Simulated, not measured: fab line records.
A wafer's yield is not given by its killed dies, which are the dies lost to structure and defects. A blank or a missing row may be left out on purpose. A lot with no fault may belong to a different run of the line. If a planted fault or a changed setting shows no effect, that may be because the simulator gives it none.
Which tool was responsible? | flow n5Finfet | 36 wafers from 12 lots sampled at 3 of the route's 1938 steps

== WHAT THE GAUGES READ, wafer by wafer ==
N5_BEOL_M13_THK_MEAS_01.
lot  | measured     | on           | M13_ILD_THK (nm)
L074 | day 12 00:16 | filmMetro-01 | 836 837 845
L078 | day 12 20:28 | filmMetro-01 | 828 838 847
L079 | day 13 18:21 | filmMetro-01 | 824 838 826
L081 | day 14 02:27 | filmMetro-01 | 831 828 837
L083 | day 15 11:10 | filmMetro-02 | 829 835 861
L085 | day 16 05:05 | filmMetro-01 | 827 844 844
L086 | day 16 13:19 | filmMetro-02 | 825 828 839
L089 | day 16 20:46 | filmMetro-02 | 844 839 858
L090 | day 17 03:01 | filmMetro-01 | 849 860 857
L094 | day 17 12:05 | filmMetro-01 | 836 828 845
L096 | day 18 04:27 | filmMetro-02 | 834 841 855
L097 | day 19 04:29 | filmMetro-01 | 828 829 841

== WHAT TOOL EACH LOT RAN ON (gives the tool, then ch and the chambers of the sampled wafers, and finally the start) ==
lot  | N5_BEOL_M12_DESCUM_15             | N5_BEOL_M12_ANNEAL_48
L074 | rieDiel-01 ch 0,1,3, day 11 18:14 | rtpAnneal-02 ch 0, day 11 23:22
L078 | rieDiel-01 ch 1,3, day 12 17:00   | rtpAnneal-01 ch 0, day 12 19:31
L079 | rieDiel-06 ch 0,1,2, day 13 15:06 | rtpAnneal-02 ch 0, day 13 17:25
L081 | rieDiel-04 ch 0,2,3, day 13 20:58 | rtpAnneal-02 ch 0, day 14 01:33
L083 | rieDiel-04 ch 0,3, day 15 06:22   | rtpAnneal-02 ch 0, day 15 10:12
L085 | rieDiel-06 ch 0,2,3, day 16 00:56 | rtpAnneal-02 ch 0, day 16 04:13
L086 | rieDiel-01 ch 0,3, day 16 09:40   | rtpAnneal-02 ch 0, day 16 12:23
L089 | rieDiel-04 ch 0,2,3, day 16 14:13 | rtpAnneal-02 ch 0, day 16 19:52
L090 | rieDiel-01 ch 0,1,3, day 16 23:28 | rtpAnneal-01 ch 0, day 17 02:13
L094 | rieDiel-01 ch 0,2,3, day 17 07:29 | rtpAnneal-01 ch 0, day 17 11:09
L096 | rieDiel-04 ch 1,2,3, day 17 15:28 | rtpAnneal-01 ch 0, day 18 03:31
L097 | rieDiel-04 ch 0,1,2, day 18 22:56 | rtpAnneal-01 ch 0, day 19 03:30
- N5_BEOL_M12_DESCUM_15: chemistry O2, time 7.9 s.
- N5_BEOL_M12_ANNEAL_48: time 90 s.

== THE ANSWER, worked out from the rows above alone ==
Rule: the lots themselves supply what counts as usual. Put in order of their means at a reading, lots are off if they are a third of the lots or fewer, leave a main group of 4 or more, and stand apart from it by a gap of 3 or more times the standard deviation of the main group's means; of several such gaps the widest counts. The tables above print the reading to a certain number of digits; a main group whose means all agree to those digits is not used. Also off: a lot with no number at a reading for which 4 or more lots have one. The other lots that the step has rows for count as sound.
No lot is off at any reading shown: from this, nothing can be told.

== WHAT THE SIMULATOR HAD PUT IN ==
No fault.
